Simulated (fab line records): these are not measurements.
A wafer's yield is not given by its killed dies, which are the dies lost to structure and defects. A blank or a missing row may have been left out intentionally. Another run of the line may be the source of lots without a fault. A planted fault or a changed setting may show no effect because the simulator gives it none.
Chamber matching || flow nand harc || rie diel-04 running NHARC_P_ZERO_WELL_DESCUM_13: 4 sister chambers
The step chemistry O2, time 3 s. 18 wafers are shown with their chamber, then 9 later ones without.

## WAFERS WITH THEIR CHAMBER
{"wafer": "L074.2", "chamber": 0, "drypump motor current A (A)": 5.4, "throttle valve pct (%)": 11.324, "rf vpp V (V)": 59.3}
{"wafer": "L074.5", "chamber": 0, "drypump motor current A (A)": 5.4, "throttle valve pct (%)": 11.321, "rf vpp V (V)": 58.7}
{"wafer": "L074.6", "chamber": 3, "drypump motor current A (A)": 5.2, "throttle valve pct (%)": 11.301, "rf vpp V (V)": 56.9}
{"wafer": "L079.1", "chamber": 2, "drypump motor current A (A)": 6.5, "throttle valve pct (%)": 11.310, "rf vpp V (V)": 58.7}
{"wafer": "L079.2", "chamber": 1, "drypump motor current A (A)": 5.2, "throttle valve pct (%)": 11.312, "rf vpp V (V)": 57.9}
{"wafer": "L079.4", "chamber": 0, "drypump motor current A (A)": 5.4, "throttle valve pct (%)": 11.320, "rf vpp V (V)": 57.7}
{"wafer": "L081.1", "chamber": 3, "drypump motor current A (A)": 5.2, "throttle valve pct (%)": 11.307, "rf vpp V (V)": 57.9}
{"wafer": "L081.4", "chamber": 0, "drypump motor current A (A)": 5.3, "throttle valve pct (%)": 11.301, "rf vpp V (V)": 58.7}
{"wafer": "L081.6", "chamber": 2, "drypump motor current A (A)": 6.5, "throttle valve pct (%)": 11.306, "rf vpp V (V)": 58.3}
{"wafer": "L082.1", "chamber": 0, "drypump motor current A (A)": 5.4, "throttle valve pct (%)": 11.318, "rf vpp V (V)": 56.3}
{"wafer": "L082.4", "chamber": 1, "drypump motor current A (A)": 5.3, "throttle valve pct (%)": 11.311, "rf vpp V (V)": 57.2}
{"wafer": "L082.6", "chamber": 3, "drypump motor current A (A)": 5.2, "throttle valve pct (%)": 11.290, "rf vpp V (V)": 57.0}
{"wafer": "L084.2", "chamber": 2, "drypump motor current A (A)": 6.5, "throttle valve pct (%)": 11.310, "rf vpp V (V)": 58.8}
{"wafer": "L084.3", "chamber": 1, "drypump motor current A (A)": 5.2, "throttle valve pct (%)": 11.338, "rf vpp V (V)": 55.6}
{"wafer": "L084.5", "chamber": 2, "drypump motor current A (A)": 6.5, "throttle valve pct (%)": 11.302, "rf vpp V (V)": 58.5}
{"wafer": "L089.1", "chamber": 1, "drypump motor current A (A)": 5.3, "throttle valve pct (%)": 11.316, "rf vpp V (V)": 57.9}
{"wafer": "L089.2", "chamber": 0, "drypump motor current A (A)": 5.4, "throttle valve pct (%)": 11.318, "rf vpp V (V)": 58.7}
{"wafer": "L089.5", "chamber": 3, "drypump motor current A (A)": 5.2, "throttle valve pct (%)": 11.311, "rf vpp V (V)": 57.6}

SIGNATURES (means of the wafers above)
{"reading": "drypump motor current A", "chamber 0": 5.383, "chamber 1": 5.250, "chamber 2": 6.500, "chamber 3": 5.200, "scatter within a chamber": 0.0362}
{"reading": "throttle valve pct", "chamber 0": 11.31700, "chamber 1": 11.31925, "chamber 2": 11.30700, "chamber 3": 11.30225, "scatter within a chamber": 0.0089}
{"reading": "rf vpp V", "chamber 0": 58.233, "chamber 1": 57.150, "chamber 2": 58.575, "chamber 3": 57.350, "scatter within a chamber": 0.853}
Rule: for each reading, subtract the chamber's mean from the wafer's reading, divide by that reading's scatter and square the result; add these up over the readings and take the root, which gives the wafer's distance from the chamber. If the next closest chamber is less than 2 further off than the closest, the wafer can't be placed; otherwise it belongs to the closest. The scatter is the square root of a quotient: the sum, over the shown wafers, of each reading's squared deviation from its chamber's mean, divided by wafers minus chambers.

## WAFERS WHOSE CHAMBER IS MISSING
{"wafer": "L092.1", "drypump motor current A (A)": 5.2, "throttle valve pct (%)": 11.307, "rf vpp V (V)": 57.9}
{"wafer": "L092.2", "drypump motor current A (A)": 5.3, "throttle valve pct (%)": 11.302, "rf vpp V (V)": 58.0}
{"wafer": "L092.4", "drypump motor current A (A)": 6.5, "throttle valve pct (%)": 11.320, "rf vpp V (V)": 58.6}
{"wafer": "L094.1", "drypump motor current A (A)": 5.2, "throttle valve pct (%)": 11.302, "rf vpp V (V)": 58.2}
{"wafer": "L094.3", "drypump motor current A (A)": 5.4, "throttle valve pct (%)": 11.309, "rf vpp V (V)": 58.1}
{"wafer": "L094.4", "drypump motor current A (A)": 6.5, "throttle valve pct (%)": 11.309, "rf vpp V (V)": 58.8}
{"wafer": "L097.1", "drypump motor current A (A)": 5.2, "throttle valve pct (%)": 11.312, "rf vpp V (V)": 58.2}
{"wafer": "L097.3", "drypump motor current A (A)": 5.2, "throttle valve pct (%)": 11.304, "rf vpp V (V)": 57.1}
{"wafer": "L097.5", "drypump motor current A (A)": 6.5, "throttle valve pct (%)": 11.305, "rf vpp V (V)": 56.3}

## THE CHAMBER EACH PASSED THROUGH
{"wafer": "L092.1", "from the rows above": "can't be placed: 3 or 1", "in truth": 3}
{"wafer": "L092.2", "from the rows above": "can't be placed: 1 or 0 or 3", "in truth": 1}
{"wafer": "L092.4", "from the rows above": 2, "in truth": 2}
{"wafer": "L094.1", "from the rows above": "can't be placed: 3 or 1", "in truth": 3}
{"wafer": "L094.3", "from the rows above": 0, "in truth": 0}
{"wafer": "L094.4", "from the rows above": 2, "in truth": 2}
{"wafer": "L097.1", "from the rows above": "can't be placed: 3 or 1", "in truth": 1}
{"wafer": "L097.3", "from the rows above": "can't be placed: 3 or 1", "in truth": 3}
{"wafer": "L097.5", "from the rows above": 2, "in truth": 2}
Correct placement for 4 of the 9. Not placeable from these rows: 5 (in 5, the candidates include the true chamber). 0 placed wrongly.
